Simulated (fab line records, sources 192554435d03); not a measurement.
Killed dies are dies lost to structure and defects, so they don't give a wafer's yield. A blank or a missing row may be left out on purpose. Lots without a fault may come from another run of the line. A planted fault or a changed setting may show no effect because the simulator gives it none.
Which tool did it? | flow n5_finfet | 24 lots, 72 wafers sampled, at 3 steps of a route of 1938

WHAT THE GAUGES READ, wafer by wafer
N5_HKMG_FIN_THK_MEAS_70: measures by xrf.
lot  | measured    | on            | HK_THK (nm)
L074 | day 4 03:52 | film_metro-02 | 1.609 1.628 1.584
L075 | day 4 10:39 | film_metro-01 | 1.625 1.620 1.610
L076 | day 4 17:01 | film_metro-02 | 1.618 1.625 1.614
L077 | day 4 22:52 | film_metro-01 | 1.635 1.626 1.631
L078 | day 5 02:44 | film_metro-01 | 1.624 1.612 1.622
L079 | day 5 11:20 | film_metro-02 | 1.616 1.642 1.618
L080 | day 5 18:43 | film_metro-02 | 1.624 1.662 1.623
L081 | day 5 20:11 | film_metro-02 | 1.608 1.646 1.647
L082 | day 6 02:56 | film_metro-01 | 1.607 1.622 1.618
L083 | day 6 10:22 | film_metro-01 | 1.633 1.634 1.616
L084 | day 6 16:50 | film_metro-02 | 1.617 1.613 1.612
L085 | day 6 21:55 | film_metro-01 | 1.608 1.614 1.589
L086 | day 7 08:16 | film_metro-01 | 1.624 1.621 1.636
L087 | day 7 09:27 | film_metro-01 | 1.631 1.635 1.616
L088 | day 7 16:10 | film_metro-02 | 1.606 1.612 1.643
L089 | day 7 22:13 | film_metro-02 | 1.640 1.631 1.602
L090 | day 8 03:32 | film_metro-02 | 1.617 1.624 1.625
L091 | day 8 08:58 | film_metro-02 | 1.611 1.644 1.617
L092 | day 8 14:43 | film_metro-01 | 1.630 1.624 1.628
L093 | day 8 20:03 | film_metro-01 | 1.609 1.621 1.593
L094 | day 9 03:05 | film_metro-01 | 1.603 1.622 1.621
L095 | day 9 07:51 | film_metro-01 | 1.653 1.665 1.628
L096 | day 9 17:40 | film_metro-02 | 1.629 1.653 1.620
L097 | day 9 19:17 | film_metro-01 | 1.606 1.625 1.637

WHICH TOOL RAN EACH LOT (tool, then ch and the chambers of the sampled wafers, then the start)
lot  | N5_SDB_ETCH_25                    | N5_HKMG_FIN_CVD_62
L074 | rie_diel-05 ch 0,1,2, day 3 20:03 | thermal_cvd_si-02 ch 1,2, day 4 03:11
L075 | rie_diel-05 ch 0,1, day 4 03:17   | thermal_cvd_si-01 ch 0,2, day 4 09:55
L076 | rie_diel-04 ch 0,1, day 4 09:36   | thermal_cvd_si-02 ch 0,1,2, day 4 16:20
L077 | rie_diel-04 ch 2,3, day 4 15:05   | thermal_cvd_si-01 ch 0,2, day 4 22:04
L078 | rie_diel-06 ch 0,1,3, day 4 19:19 | thermal_cvd_si-02 ch 1,2, day 5 02:03
L079 | rie_diel-05 ch 1,2,3, day 5 02:12 | thermal_cvd_si-01 ch 0,1,2, day 5 10:31
L080 | rie_diel-06 ch 1,3, day 5 10:34   | thermal_cvd_si-02 ch 0,2, day 5 17:57
L081 | rie_diel-05 ch 0,1,3, day 5 12:49 | thermal_cvd_si-01 ch 1,2, day 5 19:30
L082 | rie_diel-06 ch 0,1,2, day 5 19:14 | thermal_cvd_si-02 ch 1,2, day 6 02:13
L083 | rie_diel-06 ch 0,1, day 6 03:01   | thermal_cvd_si-01 ch 1,2, day 6 09:41
L084 | rie_diel-06 ch 1,2, day 6 09:10   | thermal_cvd_si-02 ch 1,2, day 6 16:05
L085 | rie_diel-06 ch 1,3, day 6 14:24   | thermal_cvd_si-01 ch 0,2, day 6 21:01
L086 | rie_diel-04 ch 0,2,3, day 7 00:47 | thermal_cvd_si-01 ch 0,1,2, day 7 07:35
L087 | rie_diel-06 ch 1,2,3, day 7 01:49 | thermal_cvd_si-01 ch 0,1,2, day 7 08:47
L088 | rie_diel-06 ch 0,3, day 7 08:49   | thermal_cvd_si-01 ch 1,2, day 7 15:29
L089 | rie_diel-04 ch 0,2,3, day 7 14:56 | thermal_cvd_si-02 ch 0,1,2, day 7 21:32
L090 | rie_diel-05 ch 0,1,3, day 7 19:59 | thermal_cvd_si-01 ch 0,1, day 8 02:46
L091 | rie_diel-06 ch 1,2,3, day 8 01:17 | thermal_cvd_si-02 ch 0,1, day 8 08:07
L092 | rie_diel-05 ch 1,2, day 8 07:04   | thermal_cvd_si-01 ch 0,1,2, day 8 14:05
L093 | rie_diel-05 ch 2,3, day 8 12:16   | thermal_cvd_si-02 ch 0,2, day 8 19:22
L094 | rie_diel-04 ch 1,2,3, day 8 19:08 | thermal_cvd_si-01 ch 1,2, day 9 02:24
L095 | rie_diel-06 ch 0,1,2, day 8 23:52 | thermal_cvd_si-02 ch 0,2, day 9 07:04
L096 | rie_diel-06 ch 1,2, day 9 09:45   | thermal_cvd_si-01 ch 1,2, day 9 16:59
L097 | rie_diel-05 ch 0,1,2, day 9 12:04 | thermal_cvd_si-02 ch 0,2, day 9 18:37
- N5_SDB_ETCH_25: etches SiO2 in C4F6/O2, target depth 10 nm, time 3.3 s.
- N5_HKMG_FIN_CVD_62: deposits a-Si from Si2H6, target thk 3 nm, time 20.8 s.

WHAT THE TOOLS THEMSELVES READ (means of the sampled wafers that have a number; where no wafer has one, the mark that the record gives instead)
N5_SDB_ETCH_25.
lot  | tool        | drypump_motor_current_A (A) | oes_ar_750_au (a.u.) | oes_product_au (a.u.) | rf_vpp_V (V) | showerhead_plenum_p_Torr (Torr) | throttle_valve_pct (%)
L074 | rie_diel-05 | 6.1                         | 0.79                 | 0.81                  | 669          | 2.79                            | 21.20
L075 | rie_diel-05 | 5.9                         | 0.77                 | 0.76                  | 664          | 2.79                            | 21.32
L076 | rie_diel-04 | 5.9                         | 0.91                 | 0.89                  | 646          | 2.94                            | 21.36
L077 | rie_diel-04 | 4.9                         | 0.75                 | 0.75                  | 674          | 2.83                            | 21.36
L078 | rie_diel-06 | 5.7                         | 0.71                 | 0.71                  | 663          | 2.75                            | 21.31
L079 | rie_diel-05 | 6.0                         | 0.79                 | 0.80                  | 669          | 2.80                            | 21.15
L080 | rie_diel-06 | 5.4                         | 0.74                 | 0.73                  | 660          | 2.69                            | 21.35
L081 | rie_diel-05 | 5.7                         | 0.77                 | 0.77                  | 664          | 2.79                            | 21.30
L082 | rie_diel-06 | 5.9                         | 0.80                 | 0.81                  | 661          | 2.77                            | 21.16
L083 | rie_diel-06 | 6.2                         | 0.70                 | 0.70                  | 660          | 2.75                            | 21.33
L084 | rie_diel-06 | 5.6                         | 0.81                 | 0.81                  | 658          | 2.71                            | 21.18
L085 | rie_diel-06 | 5.3                         | 0.88                 | 0.90                  | 665          | 2.74                            | 21.12
L086 | rie_diel-04 | 5.3                         | 0.74                 | 0.73                  | 669          | 2.89                            | 21.33
L087 | rie_diel-06 | 5.4                         | 0.86                 | 0.87                  | 664          | 2.77                            | 21.05
L088 | rie_diel-06 | 6.0                         | 0.76                 | 0.77                  | 665          | 2.81                            | 21.22
L089 | rie_diel-04 | 5.3                         | 0.73                 | 0.73                  | 669          | 2.89                            | 21.34
L090 | rie_diel-05 | 5.7                         | 0.75                 | 0.75                  | 663          | 2.78                            | 21.32
L091 | rie_diel-06 | 5.4                         | 0.85                 | 0.86                  | 664          | 2.76                            | 21.08
L092 | rie_diel-05 | 6.4                         | 0.77                 | 0.78                  | 674          | 2.79                            | 21.10
L093 | rie_diel-05 | 5.8                         | 0.78                 | 0.78                  | 682          | 2.84                            | 21.15
L094 | rie_diel-04 | 5.2                         | 0.77                 | 0.76                  | 663          | 2.86                            | 21.41
L095 | rie_diel-06 | 5.9                         | 0.76                 | 0.77                  | 661          | 2.77                            | 21.19
L096 | rie_diel-06 | 5.6                         | 0.83                 | 0.85                  | 663          | 2.78                            | 21.02
L097 | rie_diel-05 | 6.1                         | 0.75                 | 0.75                  | 668          | 2.77                            | 21.26

N5_HKMG_FIN_CVD_62.
lot  | tool              | heater_power_w (W)
L074 | thermal_cvd_si-02 | 1373
L075 | thermal_cvd_si-01 | 1526
L076 | thermal_cvd_si-02 | 1408
L077 | thermal_cvd_si-01 | 1564
L078 | thermal_cvd_si-02 | 1382
L079 | thermal_cvd_si-01 | 1517
L080 | thermal_cvd_si-02 | 1437
L081 | thermal_cvd_si-01 | 1558
L082 | thermal_cvd_si-02 | 1362
L083 | thermal_cvd_si-01 | 1544
L084 | thermal_cvd_si-02 | 1371
L085 | thermal_cvd_si-01 | 1561
L086 | thermal_cvd_si-01 | 1516
L087 | thermal_cvd_si-01 | 1519
L088 | thermal_cvd_si-01 | 1540
L089 | thermal_cvd_si-02 | 1412
L090 | thermal_cvd_si-01 | 1482
L091 | thermal_cvd_si-02 | 1411
L092 | thermal_cvd_si-01 | 1530
L093 | thermal_cvd_si-02 | 1409
L094 | thermal_cvd_si-01 | 1541
L095 | thermal_cvd_si-02 | 1430
L096 | thermal_cvd_si-01 | 1577
L097 | thermal_cvd_si-02 | 1421

THE ANSWER, worked out from the rows above alone
Rule: what is usual is taken from the lots themselves. Put in order of their means at a reading, lots are off if they are a third of the lots or fewer, leave a main group of 4 or more, and stand apart from it by a gap of 3 or more times the standard deviation of the main group's means; of several such gaps the widest counts. A main group whose means are all the same, to the digits that the tables above print for the reading, isn't used. A lot without any number at a reading at which 4 lots or more have one is off too. The other lots that the step has rows for count as sound. The gauges are gone through in route order, then the tools' own readings, and for those a lot's mean is taken as printed above. The first step at which some lot is off is used, and at that step the reading that is off furthest; a lot without a number counts as furthest.
No lot is off at any reading shown: from this, nothing can be told.

WHAT THE SIMULATOR HAD PUT IN
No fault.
